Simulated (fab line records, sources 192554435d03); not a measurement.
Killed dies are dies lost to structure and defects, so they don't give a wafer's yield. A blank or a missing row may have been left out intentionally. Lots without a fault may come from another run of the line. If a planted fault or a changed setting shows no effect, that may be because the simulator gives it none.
Matching of chambers    flow n5_finfet    4 sister chambers for N5_BEOL_M1_ETCH_74 on rie_diel-06
The step etches underlayer in N2/H2, target depth 6.5 nm, time 5.2 s. 8 wafers are shown with their chamber, then 8 later ones without.

== WAFERS WITH THEIR CHAMBER ==
wafer   chamber  drypump_motor_current_A (A)  etch_rf_on_time_s (s)
L077.3  2        5.35                         4.93
L084.5  3        5.89                         4.99
L087.3  0        5.57                         5.27
L087.4  3        5.86                         4.98
L088.1  1        5.65                         5.19
L088.3  2        5.34                         5.04
L088.4  0        5.56                         5.33
L091.4  1        5.62                         5.19

== WAFERS WITHOUT THEIR CHAMBER ==
wafer   drypump_motor_current_A (A)  etch_rf_on_time_s (s)
L091.5  5.33                         4.98
L091.6  5.89                         4.91
L092.1  5.56                         5.37
L092.3  5.33                         4.99
L092.4  5.87                         4.96
L094.1  5.57                         5.30
L094.3  5.64                         5.17
L094.5  5.57                         5.37

== EACH ONE'S CHAMBER ==
wafer   from the rows above  in truth
L091.5  2                    2
L091.6  3                    3
L092.1  0                    0
L092.3  2                    2
L092.4  3                    3
L094.1  0                    0
L094.3  1                    1
L094.5  0                    0
Correct placement for 8 of the 8. Not placeable from these rows: 0. Placed wrongly: 0.
How it was worked out, from the rows above alone: a wafer's distance from a chamber is the root of the sum, over the readings, of the square of ((its reading less the chamber's mean) divided by the reading's scatter). If the next closest chamber is less than 2 further off than the closest, the wafer can't be placed; otherwise it belongs to the closest. Each chamber's mean is taken over the wafers shown for it. The scatter: take each reading less its chamber's mean, square it, sum over the shown wafers, divide by the number of wafers less the number of chambers, and take the root.
